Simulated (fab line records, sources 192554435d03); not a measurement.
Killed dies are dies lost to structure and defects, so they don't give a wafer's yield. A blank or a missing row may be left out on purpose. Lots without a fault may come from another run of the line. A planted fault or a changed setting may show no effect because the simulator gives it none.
Which tool did it? | flow n5_finfet | 10 lots, 30 wafers sampled, at 5 steps of a route of 1938

WHAT THE GAUGES READ, wafer by wafer
N5_BEOL_M4_RC_MEAS_101.
lot  | measured     | on        | DIBL_N (mV/V)  | DIBL_P (mV/V)  | IOFF_N (nA/um)    | IOFF_P (nA/um)    | ION_N (uA/um) | ION_P (uA/um) | SS_N (mV/dec)  | SS_P (mV/dec)  | VT_N (mV)         | VT_P (mV)
L994 | day 8 10:10  | prober-02 | 36.3 35.5 37.9 | 36.9 36.1 38.2 | 0.150 0.134 0.171 | 0.209 0.194 0.225 | 659 657 669   | 457 452 461   | 71.7 71.6 72.7 | 72.9 73.6 74.3 | 252.3 255.2 250.0 | -251.1 -251.2 -252.0
L997 | day 9 07:38  | prober-02 | 36.7 35.1 35.3 | 37.4 36.1 36.2 | 0.170 0.145 0.144 | 0.224 0.196 0.196 | 669 665 661   | 464 456 458   | 72.4 71.5 70.9 | 73.5 73.2 73.4 | 247.3 251.9 251.8 | -249.1 -252.0 -252.4
L998 | day 9 09:32  | prober-01 | 37.5 39.5 38.3 | 35.9 38.7 37.6 | 0.151 0.202 0.181 | 0.199 0.242 0.226 | 668 686 686   | 464 467 469   | 71.5 72.3 71.5 | 73.9 73.3 73.5 | 250.2 246.9 250.7 | -249.6 -247.3 -250.6
L106 | day 11 11:57 | prober-01 | 36.6 36.8 36.1 | 36.7 36.7 34.8 | 0.187 0.202 0.169 | 0.259 0.271 0.233 | 685 687 682   | 470 475 471   | 71.7 71.7 71.1 | 73.0 72.9 72.7 | 247.2 243.5 247.3 | -244.2 -244.8 -248.5
L108 | day 11 15:38 | prober-01 | 36.5 38.0 36.4 | 35.7 37.5 35.4 | 0.142 0.169 0.138 | 0.199 0.228 0.196 | 665 666 658   | 454 463 456   | 71.3 71.4 71.1 | 73.1 73.5 73.1 | 250.0 249.7 250.6 | -250.1 -248.1 -253.0
L107 | day 11 23:32 | prober-02 | 35.6 37.0 36.3 | 35.0 35.2 35.1 | 0.139 0.150 0.145 | 0.220 0.224 0.217 | 666 671 661   | 466 462 462   | 71.5 71.8 71.1 | 72.8 73.1 72.9 | 251.5 250.7 251.4 | -247.1 -247.0 -247.4
L109 | day 12 04:47 | prober-02 | 35.6 36.8 36.5 | 35.9 37.1 37.8 | 0.151 0.173 0.172 | 0.179 0.206 0.214 | 665 666 678   | 455 455 463   | 70.6 71.6 71.6 | 73.3 72.8 73.4 | 248.0 250.0 248.5 | -254.9 -251.5 -252.5
L110 | day 12 07:06 | prober-01 | 37.3 37.6 36.7 | 38.0 38.4 36.6 | 0.173 0.181 0.157 | 0.249 0.255 0.226 | 690 685 674   | 471 480 466   | 72.1 72.4 72.5 | 73.8 73.7 72.7 | 249.4 245.4 247.9 | -244.6 -244.6 -248.5
L111 | day 12 17:07 | prober-02 | 37.5 35.4 35.9 | 35.7 34.3 34.6 | 0.148 0.120 0.132 | 0.179 0.157 0.162 | 665 667 660   | 448 455 455   | 71.8 70.2 72.1 | 73.4 72.9 72.3 | 251.7 252.6 252.5 | -255.2 -255.0 -255.7
L115 | day 13 18:34 | prober-02 | 36.6 37.6 36.7 | 39.0 40.5 38.5 | 0.183 0.208 0.187 | 0.210 0.230 0.207 | 688 697 686   | 469 462 462   | 71.7 71.7 72.0 | 73.4 73.7 73.4 | 246.7 247.3 246.2 | -247.7 -248.8 -249.5

WHICH TOOL RAN EACH LOT (tool, then ch and the chambers of the sampled wafers, then the start)
lot  | N5_BEOL_M3_SPUTTER_79        | N5_BEOL_M3_SPUTTER_90        | N5_BEOL_M3_SPUTTER_96        | N5_BEOL_M3_ANNEAL_51
L994 | pvd_sputter-02, day 7 19:52  | pvd_sputter-02, day 7 20:44  | pvd_sputter-02, day 7 21:24  | rtp_anneal-01 ch 0, day 7 21:38
L997 | pvd_sputter-01, day 8 17:59  | pvd_sputter-01, day 8 18:52  | pvd_sputter-01, day 8 19:32  | rtp_anneal-01 ch 0, day 8 19:44
L998 | pvd_sputter-01, day 8 21:14  | pvd_sputter-01, day 8 22:07  | pvd_sputter-01, day 8 22:47  | rtp_anneal-01 ch 0, day 8 22:59
L106 | pvd_sputter-02, day 11 00:22 | pvd_sputter-02, day 11 01:15 | pvd_sputter-02, day 11 01:55 | rtp_anneal-02 ch 0, day 11 02:09
L108 | pvd_sputter-01, day 11 04:03 | pvd_sputter-01, day 11 04:56 | pvd_sputter-01, day 11 05:35 | rtp_anneal-01 ch 0, day 11 05:47
L107 | pvd_sputter-01, day 11 10:45 | pvd_sputter-01, day 11 11:38 | pvd_sputter-01, day 11 12:17 | rtp_anneal-02 ch 0, day 11 12:32
L109 | pvd_sputter-02, day 11 12:52 | pvd_sputter-02, day 11 13:45 | pvd_sputter-02, day 11 14:25 | rtp_anneal-01 ch 0, day 11 14:44
L110 | pvd_sputter-02, day 11 16:10 | pvd_sputter-02, day 11 17:03 | pvd_sputter-02, day 11 17:43 | rtp_anneal-01 ch 0, day 11 17:54
L111 | pvd_sputter-02, day 12 02:37 | pvd_sputter-02, day 12 03:30 | pvd_sputter-02, day 12 04:10 | rtp_anneal-01 ch 0, day 12 04:22
L115 | pvd_sputter-03, day 13 03:29 | pvd_sputter-03, day 13 04:22 | pvd_sputter-03, day 13 05:02 | rtp_anneal-01 ch 0, day 13 05:14
- N5_BEOL_M3_SPUTTER_79: material Cu, target thk 4.5 nm, time 8.29 s.
- N5_BEOL_M3_SPUTTER_90: material Cu, target thk 4.5 nm, time 8.29 s.
- N5_BEOL_M3_SPUTTER_96: material Cu, target thk 4.5 nm, time 8.29 s.
- N5_BEOL_M3_ANNEAL_51: time 90 s.

WHAT THE TOOLS THEMSELVES READ (means of the sampled wafers that have a number; where no wafer has one, the mark that the record gives instead)
N5_BEOL_M3_SPUTTER_79.
lot  | tool           | chamber_pressure_pa (Pa) | chuck_gas_flow_sccm (sccm) | substrate_temp_c (C) | throttle_valve_pct (%)
L994 | pvd_sputter-02 | 0.07011                  | 1.25                       | -20.09               | 29.5
L997 | pvd_sputter-01 | 0.06995                  | 1.24                       | -20.06               | 30.1
L998 | pvd_sputter-01 | 0.06987                  | 1.21                       | -19.93               | 29.5
L106 | pvd_sputter-02 | 0.07005                  | 1.31                       | -20.00               | 29.0
L108 | pvd_sputter-01 | 0.07009                  | 1.23                       | -20.04               | 29.6
L107 | pvd_sputter-01 | 0.07016                  | 1.27                       | -19.90               | 30.0
L109 | pvd_sputter-02 | 0.07000                  | 1.30                       | -19.93               | 28.9
L110 | pvd_sputter-02 | 0.07005                  | 1.27                       | -19.90               | 29.6
L111 | pvd_sputter-02 | 0.07002                  | 1.25                       | -20.05               | 29.6
L115 | pvd_sputter-03 | 0.07000                  | 1.24                       | -20.00               | 30.0

N5_BEOL_M3_SPUTTER_90.
lot  | tool           | chamber_pressure_pa (Pa) | chuck_gas_flow_sccm (sccm) | substrate_temp_c (C) | throttle_valve_pct (%)
L994 | pvd_sputter-02 | 0.07001                  | 1.28                       | -20.06               | 29.5
L997 | pvd_sputter-01 | 0.07001                  | 1.33                       | -19.98               | 30.2
L998 | pvd_sputter-01 | 0.07013                  | 1.22                       | -20.10               | 29.4
L106 | pvd_sputter-02 | 0.06992                  | 1.28                       | -19.90               | 28.9
L108 | pvd_sputter-01 | 0.07012                  | 1.25                       | -19.94               | 29.6
L107 | pvd_sputter-01 | 0.06985                  | 1.24                       | -20.01               | 29.9
L109 | pvd_sputter-02 | 0.07002                  | 1.24                       | -19.96               | 29.2
L110 | pvd_sputter-02 | 0.07002                  | 1.28                       | -19.97               | 29.6
L111 | pvd_sputter-02 | 0.07001                  | 1.29                       | -19.91               | 29.7
L115 | pvd_sputter-03 | 0.07011                  | 1.27                       | -19.92               | 30.0

N5_BEOL_M3_SPUTTER_96.
lot  | tool           | chamber_pressure_pa (Pa) | chuck_gas_flow_sccm (sccm) | substrate_temp_c (C) | throttle_valve_pct (%)
L994 | pvd_sputter-02 | 0.06995                  | 1.27                       | -20.09               | 29.6
L997 | pvd_sputter-01 | 0.07008                  | 1.25                       | -19.95               | 30.3
L998 | pvd_sputter-01 | 0.06999                  | 1.23                       | -20.05               | 29.6
L106 | pvd_sputter-02 | 0.07001                  | 1.24                       | -20.12               | 29.0
L108 | pvd_sputter-01 | -                        | -                          | -                    | -
L107 | pvd_sputter-01 | -                        | -                          | -                    | -
L109 | pvd_sputter-02 | 0.06984                  | 1.29                       | -19.94               | 28.8
L110 | pvd_sputter-02 | 0.07013                  | 1.25                       | -19.95               | 29.8
L111 | pvd_sputter-02 | 0.06992                  | 1.30                       | -20.00               | 29.7
L115 | pvd_sputter-03 | 0.07020                  | 1.28                       | -20.02               | 30.0

N5_BEOL_M3_ANNEAL_51.
lot  | tool          | wafer_temp_C_max
L994 | rtp_anneal-01 | 225.57
L997 | rtp_anneal-01 | 225.94
L998 | rtp_anneal-01 | 225.62
L106 | rtp_anneal-02 | 225.84
L108 | rtp_anneal-01 | 225.73
L107 | rtp_anneal-02 | 226.09
L109 | rtp_anneal-01 | 226.03
L110 | rtp_anneal-01 | 225.79
L111 | rtp_anneal-01 | 225.96
L115 | rtp_anneal-01 | 225.65

THE ANSWER, worked out from the rows above alone
Rule: what is usual is taken from the lots themselves. Put in order of their means at a reading, lots are off if they are a third of the lots or fewer, leave a main group of 4 or more, and stand apart from it by a gap of 3 or more times the standard deviation of the main group's means; of several such gaps the widest counts. A main group whose means are all the same, to the digits that the tables above print for the reading, isn't used. A lot without any number at a reading at which 4 lots or more have one is off too. The other lots that the step has rows for count as sound. The gauges are gone through in route order, then the tools' own readings, and for those a lot's mean is taken as printed above. The first step at which some lot is off is used, and at that step the reading that is off furthest; a lot without a number counts as furthest.
Off: L108, L107, at N5_BEOL_M3_SPUTTER_96 (chamber_pressure_pa). Without a number there: L108, L107. The main group: mean 0.07001 Pa, standard deviation 0.00011.
A tool fits if, at that step or a process step before it, it ran every lot that is off, and no sound lot after the first of them. One fits: pvd_sputter-01 at N5_BEOL_M3_SPUTTER_79 and N5_BEOL_M3_SPUTTER_90 and N5_BEOL_M3_SPUTTER_96. At N5_BEOL_M3_SPUTTER_79 its last sound lot is L998 (day 8 21:14), its first lot that is off L108 (day 11 04:03): a fault that began between those two fits.

WHAT THE SIMULATOR HAD PUT IN
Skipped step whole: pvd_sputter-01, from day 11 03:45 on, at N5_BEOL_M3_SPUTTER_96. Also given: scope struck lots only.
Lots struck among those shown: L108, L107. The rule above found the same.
